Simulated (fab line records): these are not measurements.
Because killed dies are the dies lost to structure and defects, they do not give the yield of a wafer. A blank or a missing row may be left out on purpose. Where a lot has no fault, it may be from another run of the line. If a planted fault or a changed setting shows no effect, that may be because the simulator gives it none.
Chamber matching || flow n5_finfet || N5_BEOL_M7_CURE_74 on uv_cure-02 has 3 sister chambers
The step cures SiCOH lowk, time 240 s. 30 wafers are shown with their chamber, then 12 later ones without.

## WAFERS, EACH WITH ITS CHAMBER
{"wafer": "L074.1", "chamber": 2, "wafer_temp_C_max": 386.1, "lamp_power_pct (%)": 52.30}
{"wafer": "L074.4", "chamber": 2, "wafer_temp_C_max": 386.4, "lamp_power_pct (%)": 52.24}
{"wafer": "L074.6", "chamber": 2, "wafer_temp_C_max": 386.3, "lamp_power_pct (%)": 52.28}
{"wafer": "L074.2", "chamber": 2, "wafer_temp_C_max": 386.2, "lamp_power_pct (%)": 52.33}
{"wafer": "L074.3", "chamber": 2, "wafer_temp_C_max": 386.9, "lamp_power_pct (%)": 52.36}
{"wafer": "L074.5", "chamber": 2, "wafer_temp_C_max": 386.5, "lamp_power_pct (%)": 52.32}
{"wafer": "L078.2", "chamber": 2, "wafer_temp_C_max": 386.8, "lamp_power_pct (%)": 52.36}
{"wafer": "L078.3", "chamber": 2, "wafer_temp_C_max": 386.7, "lamp_power_pct (%)": 52.32}
{"wafer": "L078.6", "chamber": 2, "wafer_temp_C_max": 386.7, "lamp_power_pct (%)": 52.26}
{"wafer": "L081.1", "chamber": 1, "wafer_temp_C_max": 387.2, "lamp_power_pct (%)": 52.37}
{"wafer": "L081.3", "chamber": 1, "wafer_temp_C_max": 386.9, "lamp_power_pct (%)": 52.33}
{"wafer": "L081.6", "chamber": 1, "wafer_temp_C_max": 386.5, "lamp_power_pct (%)": 52.45}
{"wafer": "L082.1", "chamber": 0, "wafer_temp_C_max": 386.9, "lamp_power_pct (%)": 52.24}
{"wafer": "L082.4", "chamber": 0, "wafer_temp_C_max": 387.7, "lamp_power_pct (%)": 52.35}
{"wafer": "L082.6", "chamber": 0, "wafer_temp_C_max": 387.8, "lamp_power_pct (%)": 52.22}
{"wafer": "L082.2", "chamber": 0, "wafer_temp_C_max": 387.1, "lamp_power_pct (%)": 52.28}
{"wafer": "L082.3", "chamber": 0, "wafer_temp_C_max": 387.7, "lamp_power_pct (%)": 52.25}
{"wafer": "L082.5", "chamber": 0, "wafer_temp_C_max": 387.6, "lamp_power_pct (%)": 52.30}
{"wafer": "L085.1", "chamber": 1, "wafer_temp_C_max": 386.7, "lamp_power_pct (%)": 52.24}
{"wafer": "L085.2", "chamber": 1, "wafer_temp_C_max": 386.6, "lamp_power_pct (%)": 52.30}
{"wafer": "L085.3", "chamber": 1, "wafer_temp_C_max": 386.6, "lamp_power_pct (%)": 52.27}
{"wafer": "L086.1", "chamber": 1, "wafer_temp_C_max": 387.5, "lamp_power_pct (%)": 52.31}
{"wafer": "L086.2", "chamber": 1, "wafer_temp_C_max": 386.8, "lamp_power_pct (%)": 52.28}
{"wafer": "L086.4", "chamber": 1, "wafer_temp_C_max": 386.8, "lamp_power_pct (%)": 52.36}
{"wafer": "L086.3", "chamber": 1, "wafer_temp_C_max": 386.2, "lamp_power_pct (%)": 52.29}
{"wafer": "L086.5", "chamber": 1, "wafer_temp_C_max": 386.9, "lamp_power_pct (%)": 52.34}
{"wafer": "L086.6", "chamber": 1, "wafer_temp_C_max": 386.8, "lamp_power_pct (%)": 52.33}
{"wafer": "L092.1", "chamber": 2, "wafer_temp_C_max": 386.5, "lamp_power_pct (%)": 52.37}
{"wafer": "L092.2", "chamber": 2, "wafer_temp_C_max": 387.1, "lamp_power_pct (%)": 52.37}
{"wafer": "L092.5", "chamber": 2, "wafer_temp_C_max": 387.2, "lamp_power_pct (%)": 52.33}

SIGNATURES (averages over the wafers above)
{"reading": "wafer_temp_C_max", "chamber 0": 387.467, "chamber 1": 386.792, "chamber 2": 386.617, "scatter within a chamber": 0.345}
{"reading": "lamp_power_pct", "chamber 0": 52.2733, "chamber 1": 52.3225, "chamber 2": 52.3200, "scatter within a chamber": 0.049}
Rule: a wafer lies at a distance from a chamber equal to the root of the sum of squares, over the readings, of (its reading less the chamber's mean, divided by the reading's scatter). The wafer belongs to the nearest chamber; if the next one is less than 2 further off, it can't be placed. How the scatter is found: for the shown wafers, subtract from each reading the mean of its chamber, square and add these, divide the total by (wafers less chambers), then take the root.

## WAFERS MISSING THEIR CHAMBER
{"wafer": "L094.1", "wafer_temp_C_max": 387.1, "lamp_power_pct (%)": 52.37}
{"wafer": "L094.2", "wafer_temp_C_max": 386.1, "lamp_power_pct (%)": 52.29}
{"wafer": "L094.4", "wafer_temp_C_max": 386.3, "lamp_power_pct (%)": 52.33}
{"wafer": "L095.1", "wafer_temp_C_max": 387.1, "lamp_power_pct (%)": 52.39}
{"wafer": "L095.3", "wafer_temp_C_max": 386.7, "lamp_power_pct (%)": 52.24}
{"wafer": "L095.6", "wafer_temp_C_max": 386.9, "lamp_power_pct (%)": 52.31}
{"wafer": "L097.1", "wafer_temp_C_max": 386.1, "lamp_power_pct (%)": 52.36}
{"wafer": "L097.4", "wafer_temp_C_max": 386.1, "lamp_power_pct (%)": 52.47}
{"wafer": "L097.6", "wafer_temp_C_max": 386.7, "lamp_power_pct (%)": 52.39}
{"wafer": "L096.2", "wafer_temp_C_max": 387.6, "lamp_power_pct (%)": 52.35}
{"wafer": "L096.5", "wafer_temp_C_max": 386.5, "lamp_power_pct (%)": 52.24}
{"wafer": "L096.6", "wafer_temp_C_max": 386.7, "lamp_power_pct (%)": 52.24}

## CHAMBER TAKEN BY EACH
{"wafer": "L094.1", "from the rows above": "can't be placed: 1 or 2 or 0", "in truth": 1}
{"wafer": "L094.2", "from the rows above": "can't be placed: 2 or 1", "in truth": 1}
{"wafer": "L094.4", "from the rows above": "can't be placed: 2 or 1", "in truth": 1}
{"wafer": "L095.1", "from the rows above": "can't be placed: 1 or 2 or 0", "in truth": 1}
{"wafer": "L095.3", "from the rows above": "can't be placed: 2 or 1 or 0", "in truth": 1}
{"wafer": "L095.6", "from the rows above": "can't be placed: 1 or 2 or 0", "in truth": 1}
{"wafer": "L097.1", "from the rows above": "can't be placed: 2 or 1", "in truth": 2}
{"wafer": "L097.4", "from the rows above": "can't be placed: 2 or 1", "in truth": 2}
{"wafer": "L097.6", "from the rows above": "can't be placed: 1 or 2 or 0", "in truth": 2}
{"wafer": "L096.2", "from the rows above": "can't be placed: 0 or 1 or 2", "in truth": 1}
{"wafer": "L096.5", "from the rows above": "can't be placed: 2 or 1 or 0", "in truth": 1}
{"wafer": "L096.6", "from the rows above": "can't be placed: 2 or 1 or 0", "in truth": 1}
Placed correctly: 0 of 12. From these rows, 12 cannot be placed; in 12 the true chamber is one of the candidates. Wrongly placed: 0.
